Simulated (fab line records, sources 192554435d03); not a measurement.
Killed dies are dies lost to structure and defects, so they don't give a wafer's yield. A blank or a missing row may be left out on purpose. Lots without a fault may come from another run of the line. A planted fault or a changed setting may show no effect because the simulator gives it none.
Which tool did it? | flow n5_finfet | 24 lots, 72 wafers sampled, at 6 steps of a route of 1938

WHAT THE GAUGES READ, wafer by wafer
N5_BEOL_M11_CD_MEAS_18: pitch 140 nm, target cd 70 nm.
lot  | measured     | on        | cd_nm (nm)
L074 | day 11 02:47 | cd_sem-02 | 71.0 70.1 70.2
L075 | day 11 07:20 | cd_sem-02 | 70.9 71.2 68.6
L076 | day 11 13:38 | cd_sem-03 | 69.2 70.6 71.8
L078 | day 11 13:46 | cd_sem-02 | 70.9 70.2 71.3
L077 | day 11 17:38 | cd_sem-03 | 70.4 70.2 69.5
L081 | day 12 00:17 | cd_sem-01 | 69.2 69.8 69.5
L080 | day 12 08:30 | cd_sem-02 | 70.1 69.6 68.6
L079 | day 12 06:08 | cd_sem-01 | 69.5 69.1 70.1
L083 | day 12 08:38 | cd_sem-01 | 70.2 69.4 70.2
L082 | day 12 12:10 | cd_sem-01 | 69.3 68.9 69.6
L084 | day 13 07:35 | cd_sem-02 | 70.2 70.8 69.3
L085 | day 13 08:13 | cd_sem-03 | 69.1 69.4 70.1
L086 | day 13 22:14 | cd_sem-02 | 70.4 70.7 71.0
L088 | day 13 23:01 | cd_sem-01 | 70.1 72.2 70.0
L089 | day 14 16:45 | cd_sem-01 | 69.6 69.3 69.4
L087 | day 14 20:02 | cd_sem-03 | 70.5 68.5 69.8
L092 | day 14 20:14 | cd_sem-03 | 68.4 69.0 68.9
L091 | day 15 01:47 | cd_sem-03 | 68.8 69.9 70.6
L090 | day 15 01:38 | cd_sem-02 | 70.2 69.0 70.0
L094 | day 15 02:31 | cd_sem-03 | 70.8 70.7 70.6
L093 | day 15 08:17 | cd_sem-02 | 69.8 69.2 68.9
L095 | day 16 13:33 | cd_sem-02 | 71.3 69.8 69.9
L097 | day 16 20:40 | cd_sem-01 | 68.9 69.5 69.7
L096 | day 17 14:49 | cd_sem-03 | 70.1 68.5 68.7

N5_BEOL_M12_OVL_MEAS_11.
lot  | measured     | on         | V11_OVL (nm)
L074 | day 11 07:20 | overlay-01 | -4 -10 -3
L075 | day 11 11:32 | overlay-01 | 1 -1 -3
L076 | day 11 19:13 | overlay-01 | -12 -9 -5
L078 | day 11 20:49 | overlay-01 | 2 0 -4
L077 | day 11 21:31 | overlay-01 | -10 -10 0
L081 | day 12 04:56 | overlay-01 | -13 -11 -14
L080 | day 12 12:57 | overlay-01 | 8 1 5
L079 | day 12 10:18 | overlay-02 | -2 5 4
L083 | day 12 13:07 | overlay-01 | 4 3 3
L082 | day 12 19:36 | overlay-01 | 2 5 -3
L084 | day 13 13:05 | overlay-02 | 2 -2 -8
L085 | day 13 13:53 | overlay-01 | -7 -5 -12
L086 | day 14 05:26 | overlay-02 | 1 -6 -5
L088 | day 14 04:41 | overlay-02 | -4 -3 -5
L089 | day 14 22:52 | overlay-01 | -3 5 3
L087 | day 15 01:28 | overlay-02 | -3 -2 -2
L092 | day 15 02:38 | overlay-01 | -12 -6 -10
L091 | day 15 06:32 | overlay-02 | 1 -3 0
L090 | day 15 06:17 | overlay-02 | -2 0 -1
L094 | day 15 08:36 | overlay-02 | -6 -1 -4
L093 | day 15 14:39 | overlay-01 | -5 -10 -8
L095 | day 16 19:57 | overlay-02 | -4 -4 -2
L097 | day 17 03:25 | overlay-01 | 0 -3 0
L096 | day 17 23:03 | overlay-01 | -4 -3 1

WHICH TOOL RAN EACH LOT (tool, then ch and the chambers of the sampled wafers, then the start)
lot  | N5_BEOL_M10_ANNEAL_51            | N5_BEOL_M11_PECVD_70            | N5_BEOL_M11_ETCH_62                | N5_BEOL_M11_ALD_74
L074 | rtp_anneal-02 ch 0, day 10 23:08 | pecvd-04 ch 0,2, day 11 00:59   | rie_diel-05 ch 1,2, day 11 02:25   | ald_metal-04 ch 1,2, day 11 04:53
L075 | rtp_anneal-02 ch 0, day 11 02:49 | pecvd-01 ch 0,2, day 11 04:34   | rie_diel-05 ch 0,2, day 11 06:50   | ald_metal-02 ch 0,1, day 11 09:35
L076 | rtp_anneal-02 ch 0, day 11 09:19 | pecvd-01 ch 0,1,2, day 11 10:44 | rie_diel-02 ch 0,1, day 11 13:11   | ald_metal-02 ch 0,1,2, day 11 16:50
L078 | rtp_anneal-02 ch 0, day 11 09:46 | pecvd-02 ch 0,2, day 11 11:13   | rie_diel-05 ch 0,1, day 11 13:24   | ald_metal-02 ch 1,2,3, day 11 18:07
L077 | rtp_anneal-02 ch 0, day 11 14:04 | pecvd-01 ch 0,2, day 11 15:56   | rie_diel-05 ch 0,2,3, day 11 17:14 | ald_metal-01 ch 1,2,3, day 11 19:34
L081 | rtp_anneal-01 ch 0, day 11 20:47 | pecvd-04 ch 0,2, day 11 22:11   | rie_diel-02 ch 0,2,3, day 11 23:50 | ald_metal-02 ch 0,3, day 12 02:26
L080 | rtp_anneal-01 ch 0, day 12 03:17 | pecvd-04 ch 0,1,2, day 12 05:11 | rie_diel-04 ch 1,2, day 12 08:02   | ald_metal-01 ch 1,3, day 12 10:27
L079 | rtp_anneal-02 ch 0, day 12 03:41 | pecvd-02 ch 0,1,2, day 12 05:01 | rie_diel-05 ch 1,2,3, day 12 05:45 | ald_metal-01 ch 2,3, day 12 07:58
L083 | rtp_anneal-01 ch 0, day 12 04:35 | pecvd-04 ch 0,1,2, day 12 06:01 | rie_diel-02 ch 1,2,3, day 12 08:16 | ald_metal-04 ch 1,2,3, day 12 10:58
L082 | rtp_anneal-01 ch 0, day 12 09:14 | pecvd-04 ch 0,1, day 12 10:36   | rie_diel-04 ch 1,2, day 12 11:40   | ald_metal-01 ch 0,1,3, day 12 17:11
L084 | rtp_anneal-02 ch 0, day 13 01:32 | pecvd-04 ch 0,1,2, day 13 02:59 | rie_diel-04 ch 1,3, day 13 07:13   | ald_metal-04 ch 0,2,3, day 13 09:17
L085 | rtp_anneal-02 ch 0, day 13 05:14 | pecvd-02 ch 0,1,2, day 13 06:39 | rie_diel-05 ch 1,2, day 13 07:46   | ald_metal-02 ch 0,1, day 13 11:38
L086 | rtp_anneal-02 ch 0, day 13 17:41 | pecvd-01 ch 0,1,2, day 13 18:59 | rie_diel-02 ch 0,1,3, day 13 21:51 | ald_metal-02 ch 0,2,3, day 14 03:06
L088 | rtp_anneal-02 ch 0, day 13 19:37 | pecvd-01 ch 0,1, day 13 20:59   | rie_diel-05 ch 0,2,3, day 13 22:37 | ald_metal-04 ch 0,2,3, day 14 02:20
L089 | rtp_anneal-01 ch 0, day 14 13:53 | pecvd-02 ch 0,1,2, day 14 15:14 | rie_diel-04 ch 0,1, day 14 16:22   | ald_metal-02 ch 1,3, day 14 19:56
L087 | rtp_anneal-01 ch 0, day 14 15:41 | pecvd-02 ch 1,2, day 14 17:35   | rie_diel-05 ch 0,2,3, day 14 19:29 | ald_metal-02 ch 0,1,2, day 14 21:51
L092 | rtp_anneal-01 ch 0, day 14 16:21 | pecvd-04 ch 1,2, day 14 17:46   | rie_diel-04 ch 0,2,3, day 14 19:47 | ald_metal-02 ch 1,3, day 15 00:19
L091 | rtp_anneal-01 ch 0, day 14 22:14 | pecvd-02 ch 0,2, day 15 00:08   | rie_diel-02 ch 1,2,3, day 15 01:25 | ald_metal-04 ch 0,1,3, day 15 04:10
L090 | rtp_anneal-01 ch 0, day 14 22:31 | pecvd-01 ch 0,2, day 14 23:55   | rie_diel-05 ch 1,2,3, day 15 01:16 | ald_metal-02 ch 0,1, day 15 04:07
L094 | rtp_anneal-01 ch 0, day 14 22:49 | pecvd-04 ch 0,1,2, day 15 00:43 | rie_diel-04 ch 0,1, day 15 02:05   | ald_metal-02 ch 1,2,3, day 15 05:23
L093 | rtp_anneal-02 ch 0, day 15 02:19 | pecvd-01 ch 0,2, day 15 04:37   | rie_diel-02 ch 0,1, day 15 07:53   | ald_metal-04 ch 1,2,3, day 15 12:13
L095 | rtp_anneal-02 ch 0, day 16 08:12 | pecvd-04 ch 1,2, day 16 09:37   | rie_diel-02 ch 0,2,3, day 16 13:10 | ald_metal-04 ch 2,3, day 16 16:33
L097 | rtp_anneal-02 ch 0, day 16 15:48 | pecvd-01 ch 0,1, day 16 17:13   | rie_diel-04 ch 0,2,3, day 16 20:17 | ald_metal-01 ch 0,3, day 16 23:54
L096 | rtp_anneal-02 ch 0, day 17 11:57 | pecvd-04 ch 0,1,2, day 17 13:15 | rie_diel-02 ch 1,2,3, day 17 14:25 | ald_metal-02 ch 0,1, day 17 20:56
- N5_BEOL_M10_ANNEAL_51: time 90 s.
- N5_BEOL_M11_PECVD_70: deposits SiO2 from TEOS/O2, target thk 20 nm, time 22.7 s.
- N5_BEOL_M11_ETCH_62: etches SOC in N2/H2, target depth 110 nm, overetch 22 nm, time 165 s.
- N5_BEOL_M11_ALD_74: deposits TaN, target thk 2 nm, pulse time 2 s, purge time 3 s.

WHAT THE TOOLS THEMSELVES READ (means of the sampled wafers that have a number; where no wafer has one, the mark that the record gives instead)
N5_BEOL_M10_ANNEAL_51.
lot  | tool          | anneal_temp_c_max | wafer_temp_C_max
L074 | rtp_anneal-02 | 225.87            | 226.8
L075 | rtp_anneal-02 | 225.95            | 226.7
L076 | rtp_anneal-02 | 226.09            | 226.6
L078 | rtp_anneal-02 | 226.14            | 226.5
L077 | rtp_anneal-02 | 226.01            | 226.4
L081 | rtp_anneal-01 | 226.37            | 225.8
L080 | rtp_anneal-01 | 226.01            | 226.0
L079 | rtp_anneal-02 | 225.79            | 226.3
L083 | rtp_anneal-01 | 225.66            | 225.5
L082 | rtp_anneal-01 | 226.17            | 225.7
L084 | rtp_anneal-02 | 225.96            | 226.6
L085 | rtp_anneal-02 | 225.85            | 226.3
L086 | rtp_anneal-02 | 225.92            | 226.6
L088 | rtp_anneal-02 | 225.83            | 226.4
L089 | rtp_anneal-01 | 226.17            | 225.9
L087 | rtp_anneal-01 | 226.03            | 225.9
L092 | rtp_anneal-01 | 226.14            | 225.9
L091 | rtp_anneal-01 | 226.11            | 225.7
L090 | rtp_anneal-01 | 225.99            | 225.9
L094 | rtp_anneal-01 | 226.04            | 225.7
L093 | rtp_anneal-02 | 225.96            | 226.6
L095 | rtp_anneal-02 | 225.68            | 226.5
L097 | rtp_anneal-02 | 225.72            | 226.1
L096 | rtp_anneal-02 | 226.15            | 227.0

N5_BEOL_M11_PECVD_70.
lot  | tool     | chamber_pressure_Torr (Torr) | heater_power_w (W) | showerhead_plenum_p_Torr (Torr) | throttle_valve_pct (%)
L074 | pecvd-04 | 5.510                        | 675                | 8.85                            | 23.1
L075 | pecvd-01 | 5.507                        | 846                | 8.73                            | 21.1
L076 | pecvd-01 | 5.496                        | 795                | 8.76                            | 21.5
L078 | pecvd-02 | 5.503                        | 704                | 8.85                            | 20.8
L077 | pecvd-01 | 5.503                        | 802                | 8.73                            | 21.2
L081 | pecvd-04 | 5.496                        | 699                | 8.85                            | 23.0
L080 | pecvd-04 | 5.503                        | 722                | 8.83                            | 23.4
L079 | pecvd-02 | 5.496                        | 701                | 8.80                            | 21.7
L083 | pecvd-04 | 5.495                        | 734                | 8.84                            | 23.4
L082 | pecvd-04 | 5.509                        | 659                | 8.88                            | 23.8
L084 | pecvd-04 | 5.509                        | 714                | 8.84                            | 23.5
L085 | pecvd-02 | 5.494                        | 680                | 8.81                            | 21.5
L086 | pecvd-01 | 5.494                        | 758                | 8.78                            | 21.6
L088 | pecvd-01 | 5.504                        | 709                | 8.76                            | 22.5
L089 | pecvd-02 | 5.502                        | 681                | 8.81                            | 21.7
L087 | pecvd-02 | 5.488                        | 684                | 8.82                            | 21.2
L092 | pecvd-04 | 5.503                        | 740                | 8.80                            | 23.4
L091 | pecvd-02 | 5.491                        | 709                | 8.85                            | 21.2
L090 | pecvd-01 | 5.503                        | 795                | 8.73                            | 21.0
L094 | pecvd-04 | 5.493                        | 710                | 8.84                            | 23.5
L093 | pecvd-01 | 5.504                        | 697                | 8.72                            | 22.0
L095 | pecvd-04 | 5.497                        | 708                | 8.81                            | 23.4
L097 | pecvd-01 | 5.485                        | 736                | 8.80                            | 22.2
L096 | pecvd-04 | 5.497                        | 720                | 8.84                            | 23.6

N5_BEOL_M11_ETCH_62.
lot  | tool        | drypump_motor_current_A (A) | h2_flow_sccm (sccm) | oes_product_au (a.u.) | rf_vpp_V (V) | showerhead_plenum_p_Torr (Torr) | throttle_valve_pct (%)
L074 | rie_diel-05 | 5.6                         | 200.0               | 0.64                  | 522.2        | 2.52                            | 17.89
L075 | rie_diel-05 | 6.0                         | 199.7               | 0.71                  | 524.5        | 2.53                            | 17.74
L076 | rie_diel-02 | 5.9                         | 200.1               | 0.61                  | 525.3        | 2.60                            | 18.21
L078 | rie_diel-05 | 6.2                         | 199.7               | 0.59                  | 524.4        | 2.58                            | 18.13
L077 | rie_diel-05 | 5.8                         | 199.5               | 0.72                  | 524.2        | 2.54                            | 17.89
L081 | rie_diel-02 | 5.7                         | 200.1               | 0.71                  | 524.7        | 2.57                            | 17.87
L080 | rie_diel-04 | 5.8                         | 200.1               | 0.80                  | 527.5        | 2.67                            | 17.82
L079 | rie_diel-05 | 5.5                         | 200.0               | 0.71                  | 522.8        | 2.51                            | 17.87
L083 | rie_diel-02 | 5.7                         | 200.3               | 0.70                  | 525.3        | 2.62                            | 17.96
L082 | rie_diel-04 | 5.8                         | 200.2               | 0.78                  | 526.9        | 2.67                            | 17.82
L084 | rie_diel-04 | 5.8                         | 200.2               | 0.78                  | 527.3        | 2.67                            | 17.71
L085 | rie_diel-05 | 5.7                         | 199.8               | 0.68                  | 521.7        | 2.49                            | 17.74
L086 | rie_diel-02 | 5.8                         | 200.0               | 0.63                  | 525.1        | 2.62                            | 18.07
L088 | rie_diel-05 | 5.9                         | 199.7               | 0.70                  | 524.0        | 2.53                            | 17.92
L089 | rie_diel-04 | 5.6                         | 200.2               | 0.75                  | 527.9        | 2.68                            | 17.42
L087 | rie_diel-05 | 5.8                         | 200.3               | 0.69                  | 523.3        | 2.53                            | 17.93
L092 | rie_diel-04 | 5.1                         | 200.5               | 0.69                  | 526.1        | 2.60                            | 17.48
L091 | rie_diel-02 | 5.6                         | 199.7               | 0.68                  | 525.6        | 2.61                            | 18.00
L090 | rie_diel-05 | 5.5                         | 200.2               | 0.77                  | 522.8        | 2.50                            | 17.79
L094 | rie_diel-04 | 5.9                         | 200.5               | 0.77                  | 527.0        | 2.69                            | 17.65
L093 | rie_diel-02 | 6.0                         | 199.7               | 0.60                  | 523.3        | 2.55                            | 18.18
L095 | rie_diel-02 | 5.7                         | 200.4               | 0.67                  | 523.8        | 2.56                            | 17.95
L097 | rie_diel-04 | 5.1                         | 200.3               | 0.68                  | 525.2        | 2.59                            | 17.50
L096 | rie_diel-02 | 5.6                         | 199.3               | 0.67                  | 525.2        | 2.60                            | 18.04

N5_BEOL_M11_ALD_74.
lot  | tool         | chamber_pressure_Torr (Torr) | heater_power_w (W) | precursor_vessel_temp_c (C)
L074 | ald_metal-04 | 2.996                        | 459                | 74.91
L075 | ald_metal-02 | 3.003                        | 516                | 75.06
L076 | ald_metal-02 | 3.007                        | 482                | 74.92
L078 | ald_metal-02 | 3.002                        | 448                | 74.93
L077 | ald_metal-01 | 2.996                        | 430                | 74.98
L081 | ald_metal-02 | 2.991                        | 420                | 74.89
L080 | ald_metal-01 | 2.996                        | 425                | 75.09
L079 | ald_metal-01 | 3.003                        | 414                | 75.16
L083 | ald_metal-04 | 2.996                        | 442                | 74.99
L082 | ald_metal-01 | 3.004                        | 415                | 74.87
L084 | ald_metal-04 | 3.004                        | 423                | 75.14
L085 | ald_metal-02 | 2.995                        | 526                | 74.95
L086 | ald_metal-02 | 3.009                        | 431                | 75.07
L088 | ald_metal-04 | 2.999                        | 427                | 75.04
L089 | ald_metal-02 | 3.001                        | 490                | 75.22
L087 | ald_metal-02 | 3.007                        | 487                | 74.98
L092 | ald_metal-02 | 3.001                        | 498                | 75.01
L091 | ald_metal-04 | 3.002                        | 419                | 74.99
L090 | ald_metal-02 | 2.994                        | 520                | 74.98
L094 | ald_metal-02 | 2.997                        | 446                | 75.00
L093 | ald_metal-04 | 2.998                        | 444                | 74.99
L095 | ald_metal-04 | 3.004                        | 441                | 75.02
L097 | ald_metal-01 | 3.000                        | 394                | 74.98
L096 | ald_metal-02 | 3.001                        | 524                | 75.03

THE ANSWER, worked out from the rows above alone
Rule: what is usual is taken from the lots themselves. Put in order of their means at a reading, lots are off if they are a third of the lots or fewer, leave a main group of 4 or more, and stand apart from it by a gap of 3 or more times the standard deviation of the main group's means; of several such gaps the widest counts. A main group whose means are all the same, to the digits that the tables above print for the reading, isn't used. A lot without any number at a reading at which 4 lots or more have one is off too. The other lots that the step has rows for count as sound. The gauges are gone through in route order, then the tools' own readings, and for those a lot's mean is taken as printed above. The first step at which some lot is off is used, and at that step the reading that is off furthest; a lot without a number counts as furthest.
No lot is off at any reading shown: from this, nothing can be told.

WHAT THE SIMULATOR HAD PUT IN
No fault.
